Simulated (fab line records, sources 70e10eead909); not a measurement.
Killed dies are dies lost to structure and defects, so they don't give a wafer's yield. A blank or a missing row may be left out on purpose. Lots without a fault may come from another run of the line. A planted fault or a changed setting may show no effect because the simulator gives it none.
Which tool did it? | flow nand_harc | 12 lots, 36 wafers sampled, at 5 steps of a route of 1159

WHAT THE GAUGES READ, wafer by wafer
NHARC_THIN_TSV_CD_MEAS_12: target cd 1000 nm. Usual: cd_nm 999.4 nm, standard deviation 1.4.
lot  | measured     | on        | cd_nm (nm)           | flag
L263 | day 19 02:47 | cd_sem-01 | 999.8 1000.2 1003.4  |
L264 | day 19 05:16 | cd_sem-01 | 1001.5 1000.6 1001.1 |
L265 | day 19 06:23 | cd_sem-01 | 998.8 998.6 1000.3   |
L266 | day 19 22:46 | cd_sem-01 | 996.7 996.1 997.8    |
L270 | day 20 03:39 | cd_sem-01 | 998.1 999.1 997.7    |
L271 | day 21 05:04 | cd_sem-03 | 997.4 998.0 999.1    |
L273 | day 21 06:17 | cd_sem-03 | 998.0 997.2 997.2    |
L272 | day 21 07:44 | cd_sem-02 | 1000.2 998.0 998.4   |
L279 | day 23 01:47 | cd_sem-02 | 999.9 1000.2 1000.5  |
L282 | day 23 02:50 | cd_sem-02 | 1000.1 998.8 997.8   |
L280 | day 23 11:33 | cd_sem-03 | 1001.0 1001.2 998.9  |
L284 | day 23 12:50 | cd_sem-03 | 999.0 999.1 998.5    |

NHARC_THIN_TSV_CD_MEAS_33: target cd 5000 nm. Usual: cd_nm 4999.8 nm, standard deviation 1.9.
lot  | measured     | on        | cd_nm (nm)           | flag
L263 | day 19 08:46 | cd_sem-01 | 4995.6 4995.2 4996.9 |
L264 | day 19 11:08 | cd_sem-03 | 4998.0 5000.2 4999.3 |
L265 | day 19 12:21 | cd_sem-03 | 5001.7 4998.8 4998.4 |
L266 | day 20 04:59 | cd_sem-02 | 4997.3 4998.1 4998.5 |
L270 | day 20 10:08 | cd_sem-01 | 5002.6 5003.6 5001.7 |
L271 | day 21 11:11 | cd_sem-01 | 4999.3 5000.0 4999.9 |
L273 | day 21 12:20 | cd_sem-02 | 4997.0 4997.2 4997.9 |
L272 | day 21 13:43 | cd_sem-03 | 4998.8 4997.8 4999.0 |
L279 | day 23 07:49 | cd_sem-01 | 4999.2 5000.0 4999.7 |
L282 | day 23 08:55 | cd_sem-02 | 4998.8 4997.8 4997.7 |
L280 | day 23 18:50 | cd_sem-02 | 4999.2 5000.4 4997.8 |
L284 | day 23 19:59 | cd_sem-02 | 4998.3 4998.9 5000.4 |

NHARC_END_SORT_01. Usual: defect_limited_yield 95.7 %, standard deviation 1.5; killed_at_array 25, standard deviation 9.8; killed_at_other 0.8, standard deviation 1.1; killed_at_periphery 3.3, standard deviation 2.1; killed_dies 29, standard deviation 10; killed_open 3.3, standard deviation 1.8; killed_short 1.9, standard deviation 1.4; sort_bin_2_pct 1.3 %, standard deviation 0.6; sort_bin_3_pct 0.25 %, standard deviation 0.23; sort_bin_4_pct 2.8 %, standard deviation 0.97; sort_n_pass 648, standard deviation 10; sort_rim_yield_pct 95 %, standard deviation 3.2; sort_yield_pct 95.7 %, standard deviation 1.5.
lot  | measured     | on        | defect_limited_yield (%) | killed_at_array | killed_at_other | killed_at_periphery | killed_dies | killed_open | killed_short | sort_bin_2_pct (%) | sort_bin_3_pct (%) | sort_bin_4_pct (%) | sort_n_pass | sort_rim_yield_pct (%) | sort_yield_pct (%) | flag
L265 | day 20 16:31 | prober-02 | 96.0 96.9 95.6           | 23 19 26        | 0 0 0           | 4 2 4               | 27 21 30    | 3 4 7       | 3 1 3        | 1.3 1.0 1.0        | 0.15 0.30 0        | 2.5 1.8 3.4        | 650 656 647 | 94 97 92               | 96.0 96.9 95.6     |
L270 | day 21 05:56 | prober-01 | 97.3 97.5                | 15 15           | 0 1             | 3 1                 | 18 17       | 3 3         | 0 4          | 1.2 0.9            | 0.15 0.15          | 1.3 1.5            | 659 660     | 99 98                  | 97.3 97.5          |
L271 | day 21 22:07 | prober-01 | 96.6 95.3 96.5           | 19 26 19        | 0 0 0           | 4 6 5               | 23 32 24    | 1 4 2       | 0 1 2        | 1.6 1.0 0.6        | 0.15 0.30 0.15     | 1.6 3.4 2.8        | 654 645 653 | 99 94 96               | 96.6 95.3 96.5     |
L273 | day 21 22:04 | prober-02 | 96.5 97.2 96.8           | 22 17 19        | 0 1 1           | 2 1 2               | 24 19 22    | 5 3 3       | 5 2 3        | 1.2 0.9 0.9        | 0.15 0 0.44        | 2.2 1.9 1.9        | 653 658 655 | 93 94 94               | 96.5 97.2 96.8     |
L272 | day 22 06:39 | prober-02 | 93.1 95.6 94.5           | 40 24 35        | 4 3 1           | 3 3 1               | 47 30 37    | 4 1 0       | 1 3 2        | 2.4 0.9 1.5        | 0.44 0.15 0.15     | 4.1 3.4 3.8        | 630 647 640 | 98 92 96               | 93.1 95.6 94.5     |
L282 | day 24 03:57 | prober-01 | 96.8 96.6 96.8           | 17 18 16        | 0 1 0           | 5 4 6               | 22 23 22    | 4 3 6       | 0 0 2        | 0.9 1.0 0.4        | 0.15 0.30 0.15     | 2.2 2.1 2.7        | 655 654 655 | 94 94 94               | 96.8 96.6 96.8     |

WHICH TOOL RAN EACH LOT (tool, then ch and the chambers of the sampled wafers, then the start)
lot  | NHARC_A_BONDPAD_PRE_CLEAN_26            | NHARC_THIN_TSV_ANNEAL_58
L263 | pvd_sputter-01, day 19 02:47 or earlier | furnace-03 ch 0, day 19 12:32
L264 | pvd_sputter-01, day 19 05:16 or earlier | furnace-05 ch 0, day 19 15:22
L265 | pvd_sputter-01, day 19 06:23 or earlier | furnace-05 ch 0, day 19 15:22
L266 | pvd_sputter-03, day 19 22:46 or earlier | furnace-04 ch 0, day 20 08:42
L270 | pvd_sputter-01, day 20 03:39 or earlier | furnace-03 ch 0, day 20 14:35
L271 | pvd_sputter-02, day 21 05:04 or earlier | furnace-03 ch 0, day 21 17:35
L273 | pvd_sputter-02, day 21 06:17 or earlier | furnace-03 ch 0, day 21 17:35
L272 | pvd_sputter-01, day 21 07:44 or earlier | furnace-03 ch 0, day 21 17:35
L279 | pvd_sputter-02, day 23 01:47 or earlier | furnace-04 ch 0, day 23 12:27
L282 | pvd_sputter-02, day 23 02:50 or earlier | furnace-04 ch 0, day 23 12:27
L280 | pvd_sputter-03, day 23 11:33 or earlier | furnace-04 ch 0, day 23 23:27
L284 | pvd_sputter-02, day 23 12:50 or earlier | furnace-04 ch 0, day 23 23:27
- NHARC_A_BONDPAD_PRE_CLEAN_26: time 30 s.
- NHARC_THIN_TSV_ANNEAL_58: time 1800 s.

WHAT THE TOOLS THEMSELVES READ (means of the sampled wafers that have a number; where no wafer has one, the mark that the record gives instead)
NHARC_A_BONDPAD_PRE_CLEAN_26. Usual: heater_power_w 415 W, standard deviation 61.
lot  | tool           | heater_power_w (W) | flag
L263 | pvd_sputter-01 | 446                |
L264 | pvd_sputter-01 | 473                |
L265 | pvd_sputter-01 | 387                |
L266 | pvd_sputter-03 | 413                |
L270 | pvd_sputter-01 | 347                |
L271 | pvd_sputter-02 | 440                |
L273 | pvd_sputter-02 | 410                |
L272 | pvd_sputter-01 | 348                |
L279 | pvd_sputter-02 | 443                |
L282 | pvd_sputter-02 | 444                |
L280 | pvd_sputter-03 | 440                |
L284 | pvd_sputter-02 | 489                |

NHARC_THIN_TSV_ANNEAL_58. Usual: spike_tc_bottom_C 421.9 C, standard deviation 2.1; spike_tc_centre_C 400.7 C, standard deviation 1.3; spike_tc_lower_C 400.2 C, standard deviation 0.95; spike_tc_top_C 429.7 C, standard deviation 1.9; spike_tc_upper_C 401.1 C, standard deviation 1.3; zone_power_bottom_pct 6.7 %, standard deviation 0.37.
lot  | tool       | spike_tc_bottom_C (C) | spike_tc_centre_C (C) | spike_tc_lower_C (C) | spike_tc_top_C (C) | spike_tc_upper_C (C) | zone_power_bottom_pct (%) | flag
L263 | furnace-03 | 421.7                 | 401.0                 | 400.6                | 428.4              | 402.1                | 6.7                       |
L264 | furnace-05 | 421.1                 | 402.0                 | 400.1                | 432.1              | 399.1                | 7.1                       |
L265 | furnace-05 | 420.9                 | 402.4                 | 400.4                | 432.6              | 398.1                | 7.1                       |
L266 | furnace-04 | 425.0                 | 398.9                 | 399.4                | 431.0              | 400.3                | 6.1                       |
L270 | furnace-03 | 420.8                 | 400.9                 | 400.3                | 428.2              | 401.9                | 6.9                       |
L271 | furnace-03 | 446.8                 | 427.3                 | 427.3                | 455.1              | 428.2                | 7.7                       | OFF
L273 | furnace-03 | 447.8                 | 429.1                 | 427.0                | 454.8              | 429.0                | 7.7                       | OFF
L272 | furnace-03 | 447.4                 | 427.5                 | 428.8                | 454.8              | 429.1                | 7.7                       | OFF
L279 | furnace-04 | 425.2                 | 400.0                 | 399.9                | 431.3              | 400.8                | 6.1                       |
L282 | furnace-04 | 425.5                 | 398.5                 | 400.8                | 431.4              | 400.4                | 6.1                       |
L280 | furnace-04 | 425.1                 | 398.3                 | 400.4                | 430.7              | 402.0                | 6.1                       |
L284 | furnace-04 | 425.8                 | 399.7                 | 399.8                | 431.5              | 400.8                | 6.1                       |

THE ANSWER, worked out from the rows above alone
Rule: a lot is off if the mean of its wafers that have a number lies more than 3 standard deviations from the usual mean. A lot without any number at a reading at which 4 lots or more have one is off too. The other lots that the step has rows for count as sound. The gauges are gone through in route order, then the tools' own readings, and for those a lot's mean is taken as printed above. The first step at which some lot is off is used, and at that step the reading that is off furthest; a lot without a number counts as furthest.
Off: L271, L273, L272, at NHARC_THIN_TSV_ANNEAL_58 (spike_tc_lower_C).
A tool fits if, at that step or a process step before it, it ran every lot that is off, and no sound lot after the first of them. NHARC_A_BONDPAD_PRE_CLEAN_26 gives no start for some lots, so the hours and the order of its lots are those of NHARC_THIN_TSV_CD_MEAS_12. One fits: furnace-03 at NHARC_THIN_TSV_ANNEAL_58. Its last sound lot is L270 (day 20 14:35), its first lot that is off L271 (day 21 17:35): a fault that began between those two fits.
The tool's own readings at NHARC_THIN_TSV_ANNEAL_58 bear it out: on the lots that are off they differ by more than 5 times the standard deviation of the sound lots' means. spike_tc_bottom_C reads 447.3 C there against 423.5 C on the sound lots; spike_tc_centre_C reads 428.0 C there against 400.2 C on the sound lots; spike_tc_lower_C reads 427.7 C there against 400.2 C on the sound lots; spike_tc_top_C reads 454.9 C there against 430.8 C on the sound lots; spike_tc_upper_C reads 428.8 C there against 400.6 C on the sound lots.

WHAT THE SIMULATOR HAD PUT IN
Process parameter drift: furnace-03, from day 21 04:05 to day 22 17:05, at NHARC_THIN_TSV_ANNEAL_58. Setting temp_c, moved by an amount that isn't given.
Lots struck among those shown: L271, L273, L272. The rule above found the same.
